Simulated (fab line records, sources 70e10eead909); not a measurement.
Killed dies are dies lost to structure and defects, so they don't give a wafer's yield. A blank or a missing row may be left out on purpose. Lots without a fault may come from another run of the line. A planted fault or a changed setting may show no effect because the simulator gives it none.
Chamber matching | flow nand_harc | NHARC_P_M0_ETCH_34 on rie_diel-04: 4 sister chambers
The step etches the open film in N2/H2, target depth 40 nm, overetch 12 nm, time 43.94 s. 4 wafers are shown with their chamber, then 12 later ones without.

WAFERS WITH THEIR CHAMBER
wafer  | chamber | showerhead_plenum_p_Torr (Torr)
L085.6 | 3       | 2.09
L086.3 | 1       | 2.10
L088.4 | 2       | 1.96
L088.5 | 0       | 2.18

WAFERS WITHOUT THEIR CHAMBER
wafer  | showerhead_plenum_p_Torr (Torr)
L091.1 | 2.17
L091.5 | 2.09
L091.6 | 1.95
L095.1 | 2.09
L095.3 | 2.09
L095.5 | 2.09
L096.3 | 2.09
L096.5 | 2.09
L096.6 | 2.17
L097.2 | 2.09
L097.3 | 2.09
L097.6 | 1.95

WHICH CHAMBER EACH WENT THROUGH
wafer  | from the rows above     | in truth
L091.1 | 0                       | 0
L091.5 | can't be placed: 3 or 1 | 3
L091.6 | 2                       | 2
L095.1 | can't be placed: 3 or 1 | 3
L095.3 | can't be placed: 3 or 1 | 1
L095.5 | can't be placed: 3 or 1 | 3
L096.3 | can't be placed: 3 or 1 | 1
L096.5 | can't be placed: 3 or 1 | 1
L096.6 | 0                       | 0
L097.2 | can't be placed: 3 or 1 | 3
L097.3 | can't be placed: 3 or 1 | 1
L097.6 | 2                       | 2
Placed correctly: 4 of 12. Can't be placed from these rows: 8 (the true chamber is among the candidates in 8). Placed wrongly: 0.
How it was worked out, from the rows above alone: a wafer's distance from a chamber is the root of the sum, over the readings, of the square of ((its reading less the chamber's mean) divided by the reading's scatter). The wafer belongs to the nearest chamber; if the next one is less than 2 further off, it can't be placed. A chamber's mean is the mean of its shown wafers. The scatter: with one shown wafer a chamber, the root of the mean of the squares of how far each hidden wafer lies from its nearest shown one.
